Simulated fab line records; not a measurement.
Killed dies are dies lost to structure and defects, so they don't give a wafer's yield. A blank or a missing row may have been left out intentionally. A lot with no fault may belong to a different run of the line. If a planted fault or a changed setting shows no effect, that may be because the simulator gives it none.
fab line records    flow nandHarc
record: lots: 11  wafers: 33  lastDay: 24
route steps=1159 shown A_BONDPAD@1080 THIN_TSV@1113 END@1159
lots untouched by any fault: they come from a run of this same line in which no faults occurred
startH: hours from the record's first day to the start of the lot's first wafer shown    waitH: hours from the lot's prior step to this one    " the same as in the row above    L1.1+2: a single row standing in for several wafers    - no value, or no start given    * or withheld: withheld    < > ~ a bound
route shown NAME@n: NAME is a module with steps in the file, n the number in the route of the first one    usual: mean/standard deviation taken from wafers without a fault    same: alike in all rows    chamber/n: place in a boat    sites: each site's reading    _std_site: their standard deviation    _edge_site: outer sites' mean less inner sites'    radiusMm: how far each site lies from the wafer's centre    mask NAME#n: copy n    behind: the last tool/chamber to shape the wafer    hold: cause of the lot's hold/its duration in hours/its outcome    device: transistor that didn't switch, given as n, p or np    end of line: the route-end tests of the same wafers    for a step that has no rows: nothing shown but its recipe    killed: dies lost to structure and defects at the first sort, not the wafer's yield    map: a wafer's dies, x killed, . not, _ none there
set.NAME: the run value of the setting; set.NAME@STEP: its run value at that earlier step    model.NAME: the simulator's own value behind a step, which no gauge read
steps of the route over a sample of lots; a table a step, a row a wafer
services: a tool's chamber out of use, with start hour (startH, from the record's first day; less than 0 if before it), hours out, and reason
== steps ==
step: NHARC_A_BONDPAD_ETCH_24
recipe: targetDepthA: 300  overEtchFrac: 0.3  timeS: 72.99  ionEnergyEv: 150  cf4FlowSccm: 50  n2FlowSccm: 100  arFlowSccm: 150  rfW: 300  biasW: 100  chemistry: CF4/N2
usual: biasW: 99.98/0.27  drypumpMotorCurrentA: 5.7/0.67  mfcArSccm: 150.0/0.5  oesProductAu: 0.996/0.0099  rfVppV: 315.0/1.9  showerheadPlenumPTorr: 2.68/0.096  throttleValvePct: 19.794/0.0092
lot.wafer  tool        chamber  startH  waitH  biasW   drypumpMotorCurrentA  mfcArSccm  oesProductAu  rfHoursCounterH  rfVppV  showerheadPlenumPTorr  throttleValvePct
L897.3     rieDiel-03  0        -       -      100.13  6.5                   149.5      0.987         1                317.3   2.77                   19.798
L897.1     "           2        "       "      99.63   5.1                   150.1      0.997         1                312.6   2.55                   19.800
L897.6     "           0        "       "      99.95   6.5                   149.5      0.979         -                315.5   2.77                   19.787
L900.1     rieDiel-06  0        -       -      99.89   5.9                   149.9      1.003         64               315.4   2.66                   19.788
L900.5     "           1        "       "      100.23  6.6                   150.1      1.011         -                316.0   2.72                   19.786
L900.6     "           2        "       "      99.98   6.4                   150.0      0.986         -                314.0   2.66                   19.795
L901.4     rieDiel-04  0        -       -      99.72   5.8                   149.3      0.997         24               314.6   2.67                   19.792
L901.1     "           1        "       "      99.50   5.4                   149.6      1.000         24               318.0   2.78                   19.797
L901.6     "           3        "       "      99.74   5.1                   150.4      0.982         -                311.8   2.50                   19.811
L904.4     rieDiel-03  1        -       -      99.88   4.9                   149.5      0.995         2                316.6   2.71                   19.792
L904.3     "           2        "       "      99.99   5.0                   150.6      1.003         2                311.5   2.55                   19.799
L904.1     "           3        "       "      99.79   5.2                   149.3      0.987         2                315.5   2.76                   19.782
L908.3     rieDiel-03  1        -       -      99.84   4.9                   149.6      0.989         2                317.5   2.71                   19.786
L908.4     "           3        "       "      99.89   5.2                   149.3      0.984         2                315.2   2.76                   19.793
L908.5     "           1        "       "      99.84   4.8                   150.0      0.993         -                316.2   2.71                   19.807
L907.3     rieDiel-06  1        -       -      99.92   6.5                   150.3      1.001         22               315.9   2.71                   19.791
L907.6     "           1        "       "      100.18  6.6                   149.9      0.996         -                316.4   2.72                   19.792
L907.5     "           2        "       "      100.07  6.4                   149.8      0.983         -                313.3   2.65                   19.792
L905.1     rieDiel-06  2        -       -      100.24  6.4                   150.0      0.998         18               313.8   2.65                   19.787
L905.2     "           3        "       "      100.78  6.3                   150.5      1.009         20               317.3   2.83                   19.773
L905.4     "           0        "       "      100.26  5.9                   151.4      1.008         21               313.7   2.65                   19.793
L906.3     rieDiel-03  1        485.37  0.1    100.74  4.8                   149.3      0.991         3                313.9   2.71                   19.793
L906.1     "           2        "       "      99.99   5.1                   150.0      1.008         3                313.1   2.55                   19.789
L906.6     "           2        "       "      100.22  5.1                   150.3      0.991         -                312.8   2.55                   19.795
L910.1     rieDiel-04  0        -       -      99.74   5.9                   150.3      1.011         2                314.8   2.67                   19.798
L910.2     "           1        "       "      100.02  5.4                   150.0      0.998         2                317.0   2.78                   19.795
L910.6     "           3        "       "      99.76   5.1                   150.0      1.006         -                312.6   2.49                   19.807
L911.3     rieDiel-03  1        -       -      99.73   4.8                   150.3      0.988         4                314.3   2.71                   19.794
L911.1     "           2        "       "      100.06  5.1                   149.4      0.991         4                313.8   2.55                   19.792
L911.5     "           0        "       "      99.39   6.6                   149.8      0.991         -                316.3   2.76                   19.813
L917.3     rieDiel-03  2        -       -      100.07  5.0                   150.1      1.014         4                312.9   2.55                   19.778
L917.4     "           3        "       "      100.03  5.3                   150.0      0.982         4                317.2   2.76                   19.806
L917.6     "           1        "       "      100.18  4.9                   150.3      0.995         -                315.5   2.71                   19.803
step: NHARC_A_BONDPAD_ANNEAL_28
recipe: tempC: 225  timeS: 90
usual: annealTempCMax: 226.1/0.34  wafer_temp_C_max: 225.92/0.27
lot.wafer  tool          chamber  startH  waitH  annealTempCMax  wafer_temp_C_max
L897.1     rtpAnneal-01  0        414.98  -      225.9           226.20
L897.3     "             0        "       "      225.6           226.27
L897.6     "             0        "       "      225.6           226.01
L900.1     rtpAnneal-01  0        415.93  0.3    225.9           225.85
L900.5     "             0        "       "      225.9           225.71
L900.6     "             0        "       "      225.8           225.84
L901.1     rtpAnneal-02  0        425.11  0.3    226.4           225.71
L901.4     "             0        "       "      226.3           225.87
L901.6     "             0        "       "      226.4           225.99
L904.1     rtpAnneal-01  0        451.96  -      225.9           226.11
L904.3     "             0        "       "      225.8           225.80
L904.4     "             0        "       "      225.7           226.72
L908.3     rtpAnneal-01  0        464.19  -      225.5           225.97
L908.4     "             0        "       "      225.7           225.99
L908.5     "             0        "       "      225.4           225.58
L905.1     rtpAnneal-02  0        476.95  -      226.2           226.14
L905.2     "             0        "       "      226.7           225.98
L905.4     "             0        "       "      225.9           225.72
L907.3     rtpAnneal-01  0        477.36  0.3    225.8           226.21
L907.5     "             0        "       "      225.8           226.07
L907.6     "             0        "       "      226.0           226.63
L906.1     rtpAnneal-01  0        486.51  0.3    225.8           225.94
L906.3     "             0        "       "      225.8           225.98
L906.6     "             0        "       "      225.7           226.03
L910.1     rtpAnneal-02  0        489.15  0.3    226.3           225.44
L910.2     "             0        "       "      226.6           225.76
L910.6     "             0        "       "      226.3           225.60
L911.1     rtpAnneal-01  0        510.47  0.4    225.8           226.43
L911.3     "             0        "       "      225.5           226.15
L911.5     "             0        "       "      225.6           225.94
L917.3     rtpAnneal-02  0        520.98  0.3    226.7           225.73
L917.4     "             0        "       "      226.1           226.03
L917.6     "             0        "       "      226.5           225.61
step: NHARC_THIN_TSV_EXPOSE_09
recipe: na: 0.55  doseMj: 30.7  maskId: TSV
usual: exposureDoseMJCm2: 30.70/0.031
lot.wafer  tool           chamber  startH  waitH  mask   exposureDoseMJCm2
L897.1     krfScanner-01  0        495.14  -      TSV#0  30.74
L897.3     "              0        "       "      TSV#0  30.74
L897.6     "              0        "       "      TSV#0  30.74
L900.1     krfScanner-04  0        497.66  -      TSV#0  30.69
L900.5     "              0        "       "      TSV#0  30.73
L900.6     "              0        "       "      TSV#0  30.71
L901.1     krfScanner-02  0        499.94  -      TSV#0  30.70
L901.4     "              0        "       "      TSV#0  30.69
L901.6     "              0        "       "      TSV#0  30.69
L904.1     krfScanner-01  0        501.24  -      TSV#0  30.70
L904.3     "              0        "       "      TSV#0  30.68
L904.4     "              0        "       "      TSV#0  30.67
L908.3     krfScanner-04  0        503.79  -      TSV#0  30.78
L908.4     "              0        "       "      TSV#0  30.73
L908.5     "              0        "       "      TSV#0  30.71
L907.3     krfScanner-02  0        504.87  -      TSV#0  30.73
L907.5     "              0        "       "      TSV#0  30.71
L907.6     "              0        "       "      TSV#0  30.67
L905.1     krfScanner-01  0        506.07  -      TSV#0  30.70
L905.2     "              0        "       "      TSV#0  30.67
L905.4     "              0        "       "      TSV#0  30.67
L906.1     krfScanner-04  0        507.28  -      TSV#0  30.65
L906.3     "              0        "       "      TSV#0  30.65
L906.6     "              0        "       "      TSV#0  30.66
L910.1     krfScanner-04  0        508.37  -      TSV#0  31.24
L910.2     "              0        "       "      TSV#0  31.25
L910.6     "              0        "       "      TSV#0  31.23
L911.1     krfScanner-04  0        524.73  -      TSV#0  31.27
L911.3     "              0        "       "      TSV#0  31.30
L911.5     "              0        "       "      TSV#0  31.26
L917.3     krfScanner-04  0        536.47  -      TSV#0  31.30
L917.4     "              0        "       "      TSV#0  31.26
L917.6     "              0        "       "      TSV#0  31.30
step: NHARC_THIN_TSV_ETCH_15
recipe: targetDepthA: 30000  boschTargetOveretchCycles: 2  boschEtchStepS: 2.8  boschDepStepS: 1.2  boschCycles: 14
usual: drypumpMotorCurrentA: 6.1/0.47  heBacksideLeakSccm: 2.59/0.25
lot.wafer  tool      chamber  startH  waitH  drypumpMotorCurrentA  heBacksideLeakSccm  rfHoursCounterH
L897.1     rieSi-04  0        496.13  -      6.5                   2.33                0.3
L897.3     "         2        "       "      5.4                   2.48                0.4
L897.6     "         0        "       "      6.5                   2.28                -
L900.1     rieSi-03  2        498.67  -      5.9                   2.37                1.5
L900.5     "         3        "       "      6.5                   3.06                -
L900.6     "         0        "       "      6.4                   2.51                -
L901.4     rieSi-03  0        500.92  -      6.4                   2.43                1.4
L901.1     "         3        "       "      6.5                   2.81                1.2
L901.6     "         1        "       "      5.4                   2.59                -
L904.3     rieSi-06  1        502.21  -      6.1                   2.47                1.0
L904.4     "         2        "       "      5.6                   2.32                1.0
L904.1     "         3        "       "      6.1                   2.73                1.1
L908.4     rieSi-03  0        504.76  -      6.4                   2.55                1.5
L908.3     "         2        "       "      5.9                   2.32                1.6
L908.5     "         1        "       "      5.4                   2.45                -
L907.3     rieSi-06  0        505.85  -      5.3                   2.53                1.1
L907.6     "         2        "       "      5.6                   2.31                -
L907.5     "         3        "       "      6.2                   2.73                -
L905.1     rieSi-04  0        507.07  -      6.5                   2.34                0.5
L905.2     "         1        "       "      6.4                   2.50                0.5
L905.4     "         2        "       "      5.4                   2.50                0.5
L906.1     rieSi-03  0        508.28  -      6.4                   2.50                1.7
L906.3     "         3        "       "      6.6                   2.98                1.4
L906.6     "         0        "       "      6.4                   2.70                -
L910.2     rieSi-04  0        509.35  -      6.5                   2.28                0.6
L910.1     "         3        "       "      6.6                   3.09                0.6
L910.6     "         1        "       "      6.5                   2.60                -
L911.1     rieSi-04  0        525.74  -      6.5                   2.30                0.7
L911.3     "         1        "       "      6.4                   2.50                0.7
L911.5     "         0        "       "      6.5                   2.36                -
L917.4     rieSi-04  3        537.44  -      6.6                   2.79                0.9
L917.3     "         2        "       "      5.4                   2.59                0.7
L917.6     "         3        "       "      6.5                   3.03                -
step: NHARC_END_SORT_01
recipe: tempC: 25
usual: defectLimitedYield: 95.6/1.6  killedAtArray: 26/11  killedAtOther: 0.4/0.78  killedAtPeriphery: 3.4/2.4  killedDies: 29/11  killedOpen: 3.1/1.9  killedShort: 1.9/1.4  sort_bin_2_pct: 1.3/0.63  sort_bin_3_pct: 0.20/0.18  sort_bin_4_pct: 2.8/1.1  sortNPass: 648/11  sortRimYieldPct: 95/3.4  sortYieldPct: 95.6/1.6
same: grossDies: 677  sort_bin_5_pct[%]: 0  sort_bin_6_pct[%]: 0  sort_bin_7_pct[%]: 0  sort_bin_8_pct[%]: 0  sortRimNGross: 106.00
lot.wafer  tool       chamber  startH  waitH  defectLimitedYield[%]  killedAtArray  killedAtOther  killedAtPeriphery  killedDies  killedOpen  killedShort  sort_bin_2_pct[%]  sort_bin_3_pct[%]  sort_bin_4_pct[%]  sortNPass  sortRimYieldPct[%]  sortYieldPct[%]
L897.1     prober-02  0        521.01  2.5    95.6                   27             0              3                  30          4           2            0.9                0                  3.5                647        96                  95.6
L897.3     prober-02  0        522.61  3.1    97.2                   17             0              2                  19          3           2            0.9                0                  1.9                658        93                  97.2
L897.6     prober-02  0        525.00  4.0    95.7                   27             0              2                  29          4           3            1.0                0.15               3.1                648        92                  95.7
L900.1     prober-01  0        528.76  2.5    96.9                   16             0              5                  21          2           7            1.0                0.30               1.8                656        99                  96.9
L900.5     prober-01  0        531.97  3.7    97.5                   14             0              3                  17          2           3            0.6                0.15               1.8                660        100                 97.5
L900.6     prober-01  0        532.77  4.0    96.9                   17             0              4                  21          8           1            0.9                0.15               2.1                656        94                  96.9
L904.1     prober-02  0        536.69  2.5    95.6                   28             0              2                  30          3           3            1.3                0.15               3.0                647        96                  95.6
L904.3     prober-02  0        538.32  3.1    94.2                   39             0              0                  39          5           1            2.5                0                  3.2                638        97                  94.2
L904.4     prober-02  0        539.13  3.4    97.2                   18             0              1                  19          1           0            0.7                0                  2.1                658        93                  97.2
L908.3     prober-01  0        538.20  3.1    94.5                   37             0              0                  37          4           2            1.2                0.15               4.1                640        96                  94.5
L908.4     prober-01  0        539.00  3.4    96.5                   16             1              7                  24          3           1            0.6                0.30               2.7                653        95                  96.5
L908.5     prober-01  0        539.81  3.7    95.3                   31             0              1                  32          3           3            1.5                0                  3.2                645        98                  95.3
L901.1     prober-01  0        544.42  2.5    95.9                   24             0              4                  28          1           2            0.3                0.59               3.2                649        94                  95.9
L901.4     prober-01  0        546.82  3.4    96.8                   19             0              3                  22          6           0            0.9                0.15               2.2                655        99                  96.8
L901.6     prober-01  0        548.43  4.0    95.9                   24             0              4                  28          1           1            0.7                0                  3.4                649        97                  95.9
L905.1     prober-02  0        552.42  2.5    93.5                   43             0              1                  44          6           0            1.2                0.44               4.9                633        96                  93.5
L905.2     prober-02  0        553.21  2.8    95.9                   26             0              2                  28          2           1            1.2                0.15               2.8                649        91                  95.9
L905.4     prober-02  0        554.79  3.4    91.6                   45             1              11                 57          3           2            2.5                0.15               5.8                620        94                  91.6
L907.3     prober-01  0        553.86  3.1    94.7                   32             0              4                  36          8           2            1.8                0.30               3.2                641        95                  94.7
L907.5     prober-01  0        555.46  3.7    95.9                   26             0              2                  28          3           1            1.2                0.15               2.8                649        100                 95.9
L907.6     prober-01  0        556.26  4.0    95.9                   22             0              6                  28          7           2            1.3                0.15               2.7                649        90                  95.9
L910.1     prober-01  0        560.00  2.4    94.8                   31             0              4                  35          1           0            1.5                0.74               3.0                642        85                  94.8
L910.2     prober-01  0        560.79  2.7    93.2                   44             0              2                  46          2           0            2.1                0.30               4.4                631        94                  93.2
L910.6     prober-01  0        563.95  4.0    94.2                   36             2              1                  39          1           1            1.5                0.30               4.0                638        100                 94.2
L906.1     prober-02  0        560.14  2.5    97.5                   16             0              1                  17          2           4            0.4                0.15               1.9                660        95                  97.5
L906.3     prober-02  0        561.75  3.1    97.5                   14             0              3                  17          4           1            0.4                0                  2.1                660        96                  97.5
L906.6     prober-02  0        564.15  4.0    97.5                   13             1              3                  17          2           0            1.0                0                  1.5                660        96                  97.5
L911.1     prober-01  0        575.54  2.5    93.9                   37             1              3                  41          5           1            2.7                0.30               3.1                636        95                  93.9
L911.3     prober-01  0        577.16  3.1    95.6                   28             0              2                  30          2           2            1.3                0.15               3.0                647        92                  95.6
L911.5     prober-01  0        578.78  3.7    93.6                   40             1              2                  43          2           3            1.9                0.15               4.3                634        98                  93.6
L917.3     prober-01  0        585.01  3.1    93.9                   34             0              7                  41          3           3            1.6                0.44               4.0                636        98                  93.9
L917.4     prober-01  0        585.82  3.4    97.3                   17             0              1                  18          0           2            0.9                0                  1.8                659        93                  97.3
L917.6     prober-01  0        587.44  4.1    95.1                   30             1              2                  33          0           1            1.5                0.15               3.2                644        98                  95.1
killed by level:class
L897.1 A_SLIT:chamberFilmFlake=12 A_SGD_CUT:chamberFilmFlake=3 A_ONON_D1:geometricParticle:open=2 P_ZERO_WELL:chamberFilmFlake=2 A_STAIRCASE:chamberFilmFlake=2 A_SGD_CUT:geometricParticle:short=1 A_CONTACT:geometricParticle:open=1 A_BLC:geometricParticle:open=1
L897.3 A_SLIT:chamberFilmFlake=4 A_CHANNEL_HOLE_D1:chamberFilmFlake=3 A_SGD_CUT:chamberFilmFlake=3 A_STAIRCASE:chamberFilmFlake=2 P_CONTACT:geometricParticle:short=1 A_CHANNEL_FILL_D1:geometricParticle:open=1 A_CONTACT:geometricParticle:open=1 A_BLC:geometricParticle:open=1
L897.6 A_STAIRCASE:chamberFilmFlake=6 A_CHANNEL_HOLE_D1:chamberFilmFlake=5 A_SGD_CUT:chamberFilmFlake=3 A_SLIT:chamberFilmFlake=3 A_CONTACT:chamberFilmFlake=3 A_CHANNEL_FILL_D1:geometricParticle:short=2 A_CONTACT:geometricParticle:open=2 P_GATE:geometricParticle:open=1
L900.1 A_WL_FILL:chamberFilmFlake=5 P_STI:chamberFilmFlake=3 A_CHANNEL_HOLE_D1:geometricParticle:short=2 A_CONTACT:geometricParticle:open=2 P_M0:geometricParticle:short=1 A_ONON_D1:geometricParticle:short=1 A_CHANNEL_FILL_D1:geometricParticle:short=1 A_WL_FILL:geometricParticle:short=1
L900.5 A_CHANNEL_HOLE_D1:chamberFilmFlake=3 A_WL_FILL:chamberFilmFlake=3 A_BLC:chamberFilmFlake=2 P_CONTACT:geometricParticle:short=1 A_ONON_D1:geometricParticle:open=1 A_CHANNEL_FILL_D1:geometricParticle:short=1 A_WL_FILL:geometricParticle:short=1 A_CONTACT:geometricParticle:open=1
L900.6 A_CHANNEL_HOLE_D1:chamberFilmFlake=3 A_WL_FILL:chamberFilmFlake=3 A_CONTACT:geometricParticle:open=2 P_CONTACT:geometricParticle:open=1 P_M0:geometricParticle:open=1 A_SOURCE_PLATE:geometricParticle:open=1 A_ONON_D1:geometricParticle:open=1 A_CHANNEL_HOLE_D1:geometricParticle:open=1
L904.1 A_CHANNEL_HOLE_D1:chamberFilmFlake=14 A_SLIT:chamberFilmFlake=5 A_STAIRCASE:chamberFilmFlake=3 P_CONTACT:geometricParticle:open=1 P_CONTACT:geometricParticle:short=1 A_CHANNEL_FILL_D1:geometricParticle:short=1 A_CONTACT:geometricParticle:open=1 A_M0:geometricParticle:short=1
L908.3 A_SLIT:chamberFilmFlake=19 A_CONTACT:chamberFilmFlake=8 A_CHANNEL_HOLE_D1:chamberFilmFlake=3 A_CONTACT:geometricParticle:open=2 A_SOURCE_PLATE:geometricParticle:open=1 A_CHANNEL_FILL_D1:geometricParticle:open=1 A_SGD_CUT:geometricParticle:short=1 A_M1:geometricParticle:short=1
L904.3 A_CHANNEL_HOLE_D1:chamberFilmFlake=19 A_SLIT:chamberFilmFlake=9 A_WL_FILL:chamberFilmFlake=3 A_STAIRCASE:chamberFilmFlake=2 A_CHANNEL_HOLE_D1:geometricParticle:open=1 A_WL_FILL:geometricParticle:open=1 A_WL_FILL:geometricParticle:short=1 A_CONTACT:geometricParticle:open=1
L908.4 A_CHANNEL_HOLE_D1:chamberFilmFlake=4 A_SLIT:chamberFilmFlake=4 A_CONTACT:chamberFilmFlake=4 P_GATE:chamberFilmFlake=3 A_CHANNEL_HOLE_D1:geometricParticle:open=2 P_STI:chamberFilmFlake=2 P_M0:geometricParticle:short=1 A_M0:geometricParticle:open=1
L904.4 A_CHANNEL_HOLE_D1:chamberFilmFlake=7 A_STAIRCASE:chamberFilmFlake=4 A_WL_FILL:chamberFilmFlake=3 A_SLIT:chamberFilmFlake=3 A_SGD_CUT:geometricParticle:open=1 P_ZERO_WELL:chamberFilmFlake=1
L908.5 A_SLIT:chamberFilmFlake=10 A_CONTACT:chamberFilmFlake=10 A_CHANNEL_HOLE_D1:chamberFilmFlake=4 A_CONTACT:geometricParticle:open=2 A_CHANNEL_HOLE_D1:geometricParticle:short=1 A_WL_FILL:geometricParticle:open=1 A_WL_FILL:geometricParticle:short=1 A_M1:geometricParticle:short=1
L901.1 A_CHANNEL_HOLE_D1:chamberFilmFlake=9 A_CONTACT:chamberFilmFlake=4 P_CONTACT:chamberFilmFlake=2 A_STAIRCASE:chamberFilmFlake=2 A_M1:chamberFilmFlake=2 A_CHANNEL_FILL_D1:geometricParticle:short=1 A_WL_FILL:geometricParticle:short=1 A_WL_FILL:geometricParticle:open=1
L901.4 A_CHANNEL_HOLE_D1:chamberFilmFlake=5 A_STAIRCASE:chamberFilmFlake=3 A_CONTACT:geometricParticle:open=2 A_WL_FILL:chamberFilmFlake=2 A_CONTACT:chamberFilmFlake=2 P_CONTACT:geometricParticle:open=1 A_CHANNEL_FILL_D1:geometricParticle:open=1 A_WL_FILL:geometricParticle:open=1
L901.6 A_STAIRCASE:chamberFilmFlake=8 A_CONTACT:chamberFilmFlake=8 A_CHANNEL_HOLE_D1:chamberFilmFlake=7 P_CONTACT:chamberFilmFlake=2 P_CONTACT:geometricParticle:open=1 A_CONTACT:geometricParticle:short=1 P_ZERO_WELL:chamberFilmFlake=1
L905.1 A_CHANNEL_HOLE_D1:chamberFilmFlake=22 A_SLIT:chamberFilmFlake=9 A_STAIRCASE:chamberFilmFlake=5 A_CONTACT:geometricParticle:open=3 A_CONTACT:chamberFilmFlake=2 P_CONTACT:geometricParticle:open=1 A_CHANNEL_FILL_D1:geometricParticle:open=1 A_M0:geometricParticle:open=1
L905.2 A_CHANNEL_HOLE_D1:chamberFilmFlake=14 A_SLIT:chamberFilmFlake=4 A_CONTACT:chamberFilmFlake=3 A_STAIRCASE:chamberFilmFlake=2 P_CONTACT:geometricParticle:open=1 A_CHANNEL_FILL_D1:geometricParticle:short=1 A_SGD_CUT:geometricParticle:open=1 P_ZERO_WELL:chamberFilmFlake=1
L907.3 A_CHANNEL_HOLE_D1:chamberFilmFlake=19 A_STAIRCASE:chamberFilmFlake=5 P_CONTACT:geometricParticle:open=3 A_BLC:geometricParticle:open=3 A_WL_FILL:geometricParticle:short=1 A_CONTACT:geometricParticle:open=1 A_M0:geometricParticle:open=1 A_M1:geometricParticle:short=1
L905.4 A_CHANNEL_HOLE_D1:chamberFilmFlake=20 A_SLIT:chamberFilmFlake=15 P_ZERO_WELL:chamberFilmFlake=6 A_STAIRCASE:chamberFilmFlake=4 A_CONTACT:chamberFilmFlake=3 P_GATE:chamberFilmFlake=2 P_GATE:geometricParticle:short=1 P_CONTACT:geometricParticle:open=1
L907.5 A_CHANNEL_HOLE_D1:chamberFilmFlake=20 A_CONTACT:geometricParticle:open=2 A_CONTACT:chamberFilmFlake=2 P_GATE:geometricParticle:open=1 A_M1:geometricParticle:short=1 P_M0:chamberFilmFlake=1 A_STAIRCASE:chamberFilmFlake=1
L907.6 A_CHANNEL_HOLE_D1:chamberFilmFlake=11 A_STAIRCASE:chamberFilmFlake=3 P_M0:chamberFilmFlake=2 P_GATE:geometricParticle:open=1 P_CONTACT:geometricParticle:open=1 P_M0:geometricParticle:open=1 A_CHANNEL_HOLE_D1:geometricParticle:open=1 A_CHANNEL_FILL_D1:geometricParticle:open=1
L910.1 A_CHANNEL_HOLE_D1:chamberFilmFlake=13 A_SLIT:chamberFilmFlake=8 A_CONTACT:chamberFilmFlake=6 P_ZERO_WELL:chamberFilmFlake=2 P_GATE:chamberFilmFlake=2 A_STAIRCASE:chamberFilmFlake=2 A_M1:geometricParticle:open=1 A_SGD_CUT:chamberFilmFlake=1
L906.1 A_CONTACT:chamberFilmFlake=5 A_CHANNEL_HOLE_D1:chamberFilmFlake=2 A_WL_FILL:chamberFilmFlake=2 P_M1:geometricParticle:short=1 A_ONON_D1:geometricParticle:short=1 A_CHANNEL_HOLE_D1:geometricParticle:open=1 A_CHANNEL_FILL_D1:geometricParticle:short=1 A_M0:geometricParticle:short=1
L910.2 A_CHANNEL_HOLE_D1:chamberFilmFlake=18 A_SLIT:chamberFilmFlake=13 A_CONTACT:chamberFilmFlake=7 A_SGD_CUT:chamberFilmFlake=2 A_CHANNEL_HOLE_D1:geometricParticle:open=1 A_STAIRCASE:geometricParticle:open=1 P_ZERO_WELL:chamberFilmFlake=1 P_GATE:chamberFilmFlake=1
L906.3 A_CHANNEL_HOLE_D1:chamberFilmFlake=4 A_STAIRCASE:chamberFilmFlake=2 A_WL_FILL:chamberFilmFlake=2 A_CONTACT:chamberFilmFlake=2 P_CONTACT:geometricParticle:open=1 A_CHANNEL_HOLE_D1:geometricParticle:short=1 A_SGD_CUT:geometricParticle:open=1 A_CONTACT:geometricParticle:open=1
L910.6 A_SLIT:chamberFilmFlake=15 A_CHANNEL_HOLE_D1:chamberFilmFlake=14 A_CONTACT:chamberFilmFlake=5 HYBRID_BOND:chamberFilmFlake=2 A_SGD_CUT:geometricParticle:open=1 A_WL_FILL:geometricParticle:short=1 P_ZERO_WELL:chamberFilmFlake=1
L906.6 A_CONTACT:chamberFilmFlake=4 P_ZERO_WELL:chamberFilmFlake=3 A_CHANNEL_HOLE_D1:chamberFilmFlake=2 A_STAIRCASE:chamberFilmFlake=2 A_SOURCE_PLATE:geometricParticle:open=1 A_CONTACT:geometricParticle:open=1 A_SGD_CUT:chamberFilmFlake=1 A_SLIT:chamberFilmFlake=1
L911.1 A_CHANNEL_HOLE_D1:chamberFilmFlake=23 A_SLIT:chamberFilmFlake=5 A_SGD_CUT:geometricParticle:open=2 A_CHANNEL_FILL_D1:chamberFilmFlake=2 P_GATE:geometricParticle:open=1 A_ONON_D1:geometricParticle:open=1 A_CHANNEL_FILL_D1:geometricParticle:short=1 A_CHANNEL_FILL_D1:geometricParticle:open=1
L911.3 A_SLIT:chamberFilmFlake=13 A_CHANNEL_HOLE_D1:chamberFilmFlake=8 A_STAIRCASE:chamberFilmFlake=3 P_GATE:geometricParticle:open=1 P_M1:geometricParticle:short=1 A_WL_FILL:geometricParticle:short=1 A_M1:geometricParticle:open=1 A_CHANNEL_FILL_D1:chamberFilmFlake=1
L911.5 A_CHANNEL_HOLE_D1:chamberFilmFlake=20 A_SLIT:chamberFilmFlake=14 A_CHANNEL_FILL_D1:chamberFilmFlake=2 P_CONTACT:geometricParticle:short=1 A_ONON_D1:geometricParticle:short=1 A_SGD_CUT:geometricParticle:open=1 A_BLC:geometricParticle:open=1 STARTING-WAFER:geometricParticle:short=1
L917.3 A_SLIT:chamberFilmFlake=16 A_CONTACT:chamberFilmFlake=9 A_CHANNEL_HOLE_D1:chamberFilmFlake=4 P_GATE:chamberFilmFlake=3 P_GATE:geometricParticle:open=1 P_CONTACT:geometricParticle:short=1 P_CONTACT:geometricParticle:open=1 A_SOURCE_PLATE:geometricParticle:short=1
L917.4 A_SLIT:chamberFilmFlake=8 A_CONTACT:chamberFilmFlake=4 A_WL_FILL:geometricParticle:short=1 A_M1:geometricParticle:short=1 P_M1:chamberFilmFlake=1 A_ZERO_WELL:chamberFilmFlake=1 A_CHANNEL_HOLE_D1:chamberFilmFlake=1 A_STAIRCASE:chamberFilmFlake=1
L917.6 A_SLIT:chamberFilmFlake=18 A_CONTACT:chamberFilmFlake=5 A_CHANNEL_HOLE_D1:chamberFilmFlake=4 A_STAIRCASE:chamberFilmFlake=2 STARTING-WAFER:geometricParticle:short=1 P_STI:chamberFilmFlake=1 P_M1:chamberFilmFlake=1 A_CHANNEL_FILL_D1:chamberFilmFlake=1
== services ==
tool           chamber  startH  hours  kind
rieDiel-03     -        392.30  9.0    pm
rieDiel-03     0        392.30  9.0    ventCycle
krfScanner-02  -        393.36  1.1    repair
rieDiel-04     3        397.47  2.3    repair
rieDiel-03     -        404.87  1.6    repair
krfScanner-02  -        417.14  4.9    repair
rieDiel-06     -        418.27  9.0    pm
krfScanner-01  -        428.00  4.0    pm
rieSi-04       2        445.47  3.3    repair
rieSi-03       3        448.84  3.7    repair
rieSi-03       2        449.92  3.8    repair
rieSi-04       -        453.00  9.0    pm
rieSi-03       -        463.21  0.2    repair
rieDiel-04     -        466.30  9.0    pm
rieDiel-03     -        467.76  0.7    repair
rieDiel-03     0        468.93  12.0   repair
krfScanner-04  -        470.00  4.0    pm
rieDiel-03     3        472.55  14.5   repair
rieDiel-03     -        478.87  0.9    repair
krfScanner-01  -        481.71  1.0    repair
krfScanner-04  -        508.85  9.9    repair
rieSi-03       -        509.00  9.0    pm
rieSi-03       2        527.13  5.0    repair
rieSi-06       -        537.00  9.0    pm
== key ==
firstSign: step: NHARC_THIN_TSV_EXPOSE_09  reading: exposureDoseMJCm2  direction: up  sigmas: 18  usual: 30.70  struck: 31.27
effect none on later readings
metAt NHARC_THIN_TSV_EXPOSE_09
struckLots L910,L911,L917
notActingAt NHARC_A_BONDPAD_ETCH_24,NHARC_A_BONDPAD_ANNEAL_28,NHARC_THIN_TSV_ETCH_15
onsetBetween 507.28 508.37
fault: kind: processParameterDrift  tool: krfScanner-04  chamber: -  onsetH: 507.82  steps: NHARC_THIN_TSV_EXPOSE_09  channel: doseMj  offset: 0.56026  shape: step  actsIn: theseRecipesOnly  stated: 30.7
